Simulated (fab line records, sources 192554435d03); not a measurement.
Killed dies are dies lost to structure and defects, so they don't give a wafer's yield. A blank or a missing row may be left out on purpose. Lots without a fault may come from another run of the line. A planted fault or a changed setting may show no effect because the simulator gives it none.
A struck lot beside a sound one | flow n5_finfet | 36 steps out of a route of 1938
Sound: wafers L160.1, L160.2, L160.5. Struck: wafers L158.3, L158.6. (L158.2 of the same lot was not struck and is left out.) The cause comes at the end.
At each step with rows: each side's tool, then ch and its chambers, then its first start. Under that, the readings that differ: sound wafers | struck wafers | difference of the means | sigmas: that difference in standard deviations of wafers without a fault.
alike: readings whose means differ by less than 2 such deviations, and words and numbers that are the same on both sides. not compared: withheld readings, readings that some wafer has no value for, bounds like >300 that may hide the same value, and numbers for which the record gives no deviation and whose values overlap.
The two part at a step that has a row with sigmas, a row that says differs or no value, or rows on one side only. Numbers that don't overlap but have no deviation are shown without sigmas and don't part them. A reading that every wafer of one side lacks parts them only if that side has two wafers or more.

first, 8 steps without rows for these wafers: N5_BEOL_M4_SPUTTER_96 (material Cu, target thk 4.5 nm, time 8.29 s); N5_BEOL_M4_ECD_50 (material Cu, target thk 300 nm); N5_BEOL_M4_ANNEAL_51 (time 90 s); N5_BEOL_M4_CMP_52 (polishes, stops on SiOC, t overpolish 6.8 s, target thk 40 nm); N5_BEOL_M4_PRE_CLEAN_60 (time 15 s); N5_BEOL_M4_CO_CAP_55 (material Co, precursor CCTBA/H2, target thk 2 nm, time 102.1 s); N5_BEOL_M4_PRE_CLEAN_56 (time 15 s); N5_BEOL_M4_DEP_57 (deposits SiCN from 3MS/NH3, target thk 8 nm, time 14 s).
N5_BEOL_M5_ILD_DEP_00: deposits SiCOH lowk from DEMS/porogen, target thk 140.64 nm, time 25.9 s.
  sound on pecvd-04 ch 0,1,2, day 11 22:50; struck on pecvd-02 ch 0, day 11 17:06
  reading                                            | sound                | struck        | difference | sigmas
  susceptor_temp_C (C)                               | 300.18 300.26 299.74 | 304.81 304.71 | +4.70      | +28
  model.SiCOH_lowk_of_BEOL_M5_ILD_DEP_00.thk_nm (nm) | 140.2 139.4 140.4    | 136.8 137.4   | -2.9       |
  alike: heater_power_w, showerhead_plenum_p_Torr, throttle_valve_pct
  not compared: since_wet_clean_h
then, 1 step without rows for these wafers: N5_BEOL_M5_CURE_79 (cures SiCOH lowk, time 240 s).
N5_BEOL_M5_THK_MEAS_01:
  sound on film_metro-02, day 11 23:27; struck on film_metro-02, day 11 17:40
  alike: M5_ILD_THK
then, 23 steps without rows for these wafers: N5_BEOL_M5_PECVD_70 (deposits SiO2 from TEOS/O2, target thk 16 nm, time 18 s); N5_BEOL_M5_HM_DEP_02 (deposits TiN, target thk 20 nm); N5_BEOL_M5_COAT_59 (time 60 s, resist thk 60 nm); N5_BEOL_M5_COAT_60 (time 60 s, resist thk 12 nm); N5_BEOL_M5_COAT_71 (time 60 s, resist thk 5 nm); N5_BEOL_M5_COAT_05 (resist thk 30 nm); N5_BEOL_M5_EBR_07; N5_BEOL_M5_SOFTBAKE_06 (time 60 s); N5_BEOL_M5_EXPOSE_08 (exposes mask M5, target cd 28 nm); N5_BEOL_M5_PEB_09 (peb time 60 s); N5_BEOL_M5_DEVELOP_10 (develop time 30 s); N5_BEOL_M5_DESCUM_16 (chemistry O2, time 7 s); N5_BEOL_M5_ETCH_72 (etches underlayer in N2/H2, target depth 6.5 nm, time 5.2 s); N5_BEOL_M5_ETCH_61 (etches SiARC in CF4, target depth 15.6 nm, time 26 s); N5_BEOL_M5_ETCH_62 (etches SOC in N2/H2, target depth 75 nm, overetch 15 nm, time 112.5 s); N5_BEOL_M5_STRIP_63 (strips in N2/H2); N5_BEOL_M5_STRIP_73 (strips in N2/H2); N5_BEOL_M5_STRIP_64 (strips in CF4); N5_BEOL_M5_HM_OPEN_17 (chemistry Cl2/BCl3, target TiN, target depth 20 nm, overetch 6 nm); N5_BEOL_M5_STRIP_19 (strips in O2); N5_BEOL_M5_COAT_65 (time 60 s, resist thk 60 nm); N5_BEOL_M5_COAT_66 (time 60 s, resist thk 12 nm); N5_BEOL_M5_COAT_74 (time 60 s, resist thk 5 nm).
N5_BEOL_M5_CMP_52: polishes, stops on SiCOH lowk, t overpolish 6.9 s, target thk 62 nm.
  sound on cmp-02 ch 1,2,3, day 12 09:53; struck on cmp-04 ch 2,3, day 12 02:28
  reading                                            | sound             | struck      | difference | sigmas
  model.SiCOH_lowk_of_BEOL_M5_ILD_DEP_00.thk_nm (nm) | 117.6 116.8 117.8 | 114.6 115.2 | -2.5       |
  alike: barrier_field_endpoint_s, motor_current_A, overpolish_run_s, retaining_ring_pressure_frac, slurry_flow_ml_min, time_to_endpoint_s
  not compared: pad_life_wafers
then, 1 step without rows for these wafers: N5_PASSIVATION_PROBE_49.

WHERE THEY PART
Only at N5_BEOL_M5_ILD_DEP_00, within this record. Later steps at which nothing parts them and some readings are alike: N5_BEOL_M5_THK_MEAS_01, N5_BEOL_M5_CMP_52.

WHY: what the simulator had put in
Process parameter drift: pecvd-02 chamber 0, from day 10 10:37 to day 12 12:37, at N5_BEOL_M5_ILD_DEP_00. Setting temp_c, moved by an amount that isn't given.
